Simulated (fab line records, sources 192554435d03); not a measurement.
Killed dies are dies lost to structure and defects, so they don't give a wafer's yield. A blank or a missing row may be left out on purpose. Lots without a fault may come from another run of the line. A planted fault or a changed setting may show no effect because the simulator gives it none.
Which tool did it? | flow n5_finfet | 11 lots, 30 wafers sampled, at 6 steps of a route of 1938

WHAT THE GAUGES READ, wafer by wafer
N5_BEOL_M4_RC_MEAS_101. Usual: DIBL_N 36.3 mV/V, standard deviation 1.8; DIBL_P 36.5 mV/V, standard deviation 2.1; IOFF_N 0.16 nA/um, standard deviation 0.031; IOFF_P 0.22 nA/um, standard deviation 0.038; ION_N 677 uA/um, standard deviation 12; ION_P 466 uA/um, standard deviation 7.8; SS_N 71.5 mV/dec, standard deviation 0.61; SS_P 73.2 mV/dec, standard deviation 0.7; VT_N 249 mV, standard deviation 3; VT_P -248.9 mV, standard deviation 3.
lot  | measured     | on        | DIBL_N (mV/V)  | DIBL_P (mV/V)  | IOFF_N (nA/um) | IOFF_P (nA/um) | ION_N (uA/um) | ION_P (uA/um) | SS_N (mV/dec)  | SS_P (mV/dec)  | VT_N (mV)   | VT_P (mV)            | flag
L118 | day 8 19:02  | prober-02 | 34.6 36.4 34.8 | 35.1 37.0 34.2 | 0.14 0.17 0.13 | 0.22 0.24 0.21 | 676 682 662   | 472 474 464   | 71.2 70.5 71.4 | 73.5 73.3 72.3 | 251 246 252 | -245.7 -246.0 -249.5 |
L120 | day 9 08:14  | prober-02 | 38.2 36.2 39.2 | 38.6 36.3 38.9 | 0.20 0.17 0.22 | 0.24 0.20 0.27 | 693 688 691   | 464 462 466   | 72.0 71.4 72.4 | 73.6 72.0 73.8 | 247 250 244 | -246.9 -250.2 -246.2 |
L124 | day 10 13:41 | prober-01 | 35.2 39.7 40.4 | 34.4 39.6 41.0 | 0.14 0.22 0.24 | 0.19 0.26 0.30 | 678 673 703   | 469 460 474   | 71.7 72.0 71.7 | 72.3 74.2 74.4 | 249 247 242 | -249.9 -245.4 -245.9 |
L123 | day 10 15:43 | prober-01 | 38.0 38.9 37.6 | 38.8 39.3 37.4 | 0.20 0.21 0.17 | 0.24 0.25 0.22 | 697 705 679   | 470 468 458   | 72.1 71.5 71.4 | 74.1 74.0 74.1 | 246 246 249 | -249.7 -250.0 -252.2 |
L125 | day 10 01:01 | prober-02 | 35.5 34.6 39.3 | 37.0 35.8 42.0 | 0.17 0.15 0.28 | 0.27 0.24 0.38 | 689 687 708   | 478 480 488   | 71.1 71.0 72.2 | 73.5 72.2 73.6 | 246 249 238 | -243.1 -246.4 -240.6 |
L127 | day 10 18:19 | prober-02 | 34.3 34.2 34.7 | 34.6 35.0 35.8 | 0.14 0.15 0.14 | 0.21 0.21 0.21 | 661 677 662   | 460 472 460   | 71.6 71.1 72.2 | 73.9 73.3 73.0 | 251 250 252 | -247.7 -246.4 -247.3 |
L128 | day 10 21:06 | prober-01 | 37.6 37.5      | 36.5 35.8      | 0.16 0.15      | 0.22 0.19      | 673 674       | 468 460       | 71.8 71.9      | 72.9 73.0      | 250 253     | -250.6 -252.9        |
L129 | day 11 08:52 | prober-02 | 36.3 35.2      | 35.4 34.5      | 0.18 0.15      | 0.22 0.21      | 698 675       | 473 466       | 71.0 70.6      | 73.7 73.3      | 247 250     | -249.2 -248.2        |
L131 | day 12 00:22 | prober-01 | 38.7 38.9      | 37.7 38.3      | 0.19 0.18      | 0.25 0.27      | 687 679       | 471 467       | 72.5 72.9      | 73.8 73.5      | 250 250     | -247.8 -247.4        |
L141 | day 14 01:23 | prober-01 | 34.1 34.1 38.3 | 35.5 34.8 40.8 | 0.14 0.14 0.23 | 0.20 0.19 0.31 | 680 661 698   | 469 457 477   | 71.8 71.4 71.7 | 72.6 72.4 73.5 | 250 249 245 | -250.0 -249.1 -246.5 |
L140 | day 14 04:28 | prober-01 | 36.1 36.2 36.2 | 36.8 36.5 37.3 | 0.17 0.16 0.16 | 0.23 0.23 0.25 | 682 682 683   | 469 475 467   | 71.8 71.7 71.4 | 73.2 72.9 73.1 | 248 248 249 | -249.1 -246.7 -244.5 |

WHICH TOOL RAN EACH LOT (tool, then ch and the chambers of the sampled wafers, then the start)
lot  | N5_BEOL_M3_SPUTTER_94        | N5_BEOL_M3_ECD_50              | N5_BEOL_M3_ANNEAL_51             | N5_BEOL_M3_CMP_52             | N5_BEOL_M3_CO_CAP_55
L118 | pvd_sputter-03, day 8 09:49  | ecd_cu-01 ch 0,1, day 8 10:09  | rtp_anneal-02 ch 0, day 8 10:17  | cmp-03 ch 2,3, day 8 10:32    | cvd_co-02 ch 0,1, day 8 10:54
L120 | pvd_sputter-02, day 8 16:50  | ecd_cu-02 ch 0,1, day 8 17:11  | rtp_anneal-01 ch 0, day 8 17:22  | cmp-03 ch 1,2,3, day 8 17:44  | cvd_co-01 ch 0,1, day 8 18:02
L124 | pvd_sputter-02, day 9 04:49  | ecd_cu-01 ch 0,1, day 9 05:09  | rtp_anneal-02 ch 0, day 9 05:16  | cmp-04 ch 1,2,3, day 9 05:34  | cvd_co-02 ch 1,2, day 9 05:56
L123 | pvd_sputter-03, day 9 10:24  | ecd_cu-02 ch 0,1, day 9 10:44  | rtp_anneal-02 ch 0, day 9 10:52  | cmp-01 ch 0,2,3, day 9 11:09  | cvd_co-02 ch 0,1,2, day 9 11:29
L125 | pvd_sputter-03, day 9 12:24  | ecd_cu-01 ch 0,1, day 9 12:44  | rtp_anneal-01 ch 0, day 9 12:52  | cmp-01 ch 1,2, day 9 13:09    | cvd_co-01 ch 1,2, day 9 13:30
L127 | pvd_sputter-02, day 9 16:03  | ecd_cu-02 ch 0,1, day 9 16:23  | rtp_anneal-01 ch 0, day 9 16:38  | cmp-03 ch 1,2,3, day 9 17:01  | cvd_co-02 ch 1,2, day 9 17:23
L128 | pvd_sputter-03, day 10 05:10 | ecd_cu-02 ch 0,1, day 10 05:31 | rtp_anneal-01 ch 0, day 10 05:40 | cmp-03 ch 2,3, day 10 05:59   | cvd_co-01 ch 2, day 10 06:15
L129 | pvd_sputter-03, day 10 11:16 | ecd_cu-02 ch 0,1, day 10 11:36 | rtp_anneal-02 ch 0, day 10 11:43 | cmp-04 ch 1,3, day 10 11:59   | cvd_co-02 ch 1,2, day 10 12:22
L131 | pvd_sputter-01, day 11 12:55 | ecd_cu-02 ch 0, day 11 13:17   | rtp_anneal-02 ch 0, day 11 13:28 | cmp-01 ch 0,1, day 11 13:38   | cvd_co-01 ch 0,2, day 11 14:07
L141 | pvd_sputter-03, day 13 11:41 | ecd_cu-01 ch 0,1, day 13 12:02 | rtp_anneal-02 ch 0, day 13 12:14 | cmp-04 ch 1,2,3, day 13 12:28 | cvd_co-01 ch 0,1,2, day 13 12:48
L140 | pvd_sputter-01, day 13 12:13 | ecd_cu-01 ch 0,1, day 13 12:32 | rtp_anneal-02 ch 0, day 13 12:40 | cmp-04 ch 1,2,3, day 13 12:55 | cvd_co-01 ch 0,2, day 13 13:17
- N5_BEOL_M3_SPUTTER_94: material Cu, target thk 4.5 nm, time 8.29 s.
- N5_BEOL_M3_ECD_50: material Cu, target thk 300 nm.
- N5_BEOL_M3_ANNEAL_51: time 90 s.
- N5_BEOL_M3_CMP_52: polishes, stops on SiOC, t overpolish 6.8 s, target thk 40 nm.
- N5_BEOL_M3_CO_CAP_55: material Co, precursor CCTBA/H2, target thk 2 nm, time 102.1 s.

WHAT THE TOOLS THEMSELVES READ (means of the sampled wafers that have a number; where no wafer has one, the mark that the record gives instead)
N5_BEOL_M3_SPUTTER_94. Usual: throttle_valve_pct 30.2 %, standard deviation 1.
lot  | tool           | throttle_valve_pct (%) | flag
L118 | pvd_sputter-03 | 30.8                   |
L120 | pvd_sputter-02 | 30.2                   |
L124 | pvd_sputter-02 | 29.6                   |
L123 | pvd_sputter-03 | 29.9                   |
L125 | pvd_sputter-03 | 30.0                   |
L127 | pvd_sputter-02 | 29.2                   |
L128 | pvd_sputter-03 | 31.7                   |
L129 | pvd_sputter-03 | 30.6                   |
L131 | pvd_sputter-01 | 30.9                   |
L141 | pvd_sputter-03 | 31.5                   |
L140 | pvd_sputter-01 | 30.3                   |

N5_BEOL_M3_ANNEAL_51. Usual: anneal_temp_c 225.02 C, standard deviation 0.17; wafer_temp_C_max 226.0, standard deviation 0.32.
lot  | tool          | anneal_temp_c (C) | wafer_temp_C_max | flag
L118 | rtp_anneal-02 | 225.19            | 226.0            |
L120 | rtp_anneal-01 | 225.00            | 226.1            |
L124 | rtp_anneal-02 | 224.76            | 226.0            |
L123 | rtp_anneal-02 | 224.62            | 226.3            |
L125 | rtp_anneal-01 | 225.04            | 226.2            |
L127 | rtp_anneal-01 | 225.02            | 226.4            |
L128 | rtp_anneal-01 | 224.94            | 226.1            |
L129 | rtp_anneal-02 | 225.17            | 225.9            |
L131 | rtp_anneal-02 | 225.23            | 225.9            |
L141 | rtp_anneal-02 | 224.96            | 225.8            |
L140 | rtp_anneal-02 | 224.86            | 225.8            |

N5_BEOL_M3_CMP_52. Usual: clearing_platen_down_force_psi 1.5005 psi, standard deviation 0.0029; motor_current_A 6.3 A, standard deviation 0.69; time_to_endpoint_s 63 s, standard deviation 3.3.
lot  | tool   | clearing_platen_down_force_psi (psi) | motor_current_A (A) | time_to_endpoint_s (s) | flag
L118 | cmp-03 | 1.5030                               | 6.6                 | 62                     |
L120 | cmp-03 | 1.5017                               | 6.7                 | 59                     |
L124 | cmp-04 | 1.4989                               | 6.6                 | 60                     |
L123 | cmp-01 | 1.4970                               | 5.9                 | 65                     |
L125 | cmp-01 | 1.5004                               | 6.0                 | 64                     |
L127 | cmp-03 | 1.5021                               | 6.7                 | 66                     |
L128 | cmp-03 | 1.5014                               | 6.6                 | 85                     | OFF
L129 | cmp-04 | 1.4990                               | 6.8                 | 86                     | OFF
L131 | cmp-01 | 1.4946                               | 6.2                 | 84                     | OFF
L141 | cmp-04 | 1.4988                               | 6.5                 | 65                     |
L140 | cmp-04 | 1.4993                               | 6.6                 | 66                     |

N5_BEOL_M3_CO_CAP_55. Usual: heater_power_w 235 W, standard deviation 16.
lot  | tool      | heater_power_w (W) | flag
L118 | cvd_co-02 | 229                |
L120 | cvd_co-01 | 254                |
L124 | cvd_co-02 | 231                |
L123 | cvd_co-02 | 235                |
L125 | cvd_co-01 | 228                |
L127 | cvd_co-02 | 228                |
L128 | cvd_co-01 | 212                |
L129 | cvd_co-02 | 236                |
L131 | cvd_co-01 | 233                |
L141 | cvd_co-01 | 238                |
L140 | cvd_co-01 | 241                |

THE ANSWER, worked out from the rows above alone
Rule: a lot is off if the mean of its wafers that have a number lies more than 3 standard deviations from the usual mean. A lot without any number at a reading at which 4 lots or more have one is off too. The other lots that the step has rows for count as sound. The gauges are gone through in route order, then the tools' own readings, and for those a lot's mean is taken as printed above. The first step at which some lot is off is used, and at that step the reading that is off furthest; a lot without a number counts as furthest.
Off: L128, L129, L131, at N5_BEOL_M3_CMP_52 (time_to_endpoint_s).
A tool fits if, at that step or a process step before it, it ran every lot that is off, and no sound lot after the first of them. One fits: ecd_cu-02 at N5_BEOL_M3_ECD_50. Its last sound lot is L127 (day 9 16:23), its first lot that is off L128 (day 10 05:31): a fault that began between those two fits.

WHAT THE SIMULATOR HAD PUT IN
Process parameter drift: ecd_cu-02, from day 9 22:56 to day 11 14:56, at N5_BEOL_M3_ECD_50. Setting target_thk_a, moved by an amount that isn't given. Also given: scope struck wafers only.
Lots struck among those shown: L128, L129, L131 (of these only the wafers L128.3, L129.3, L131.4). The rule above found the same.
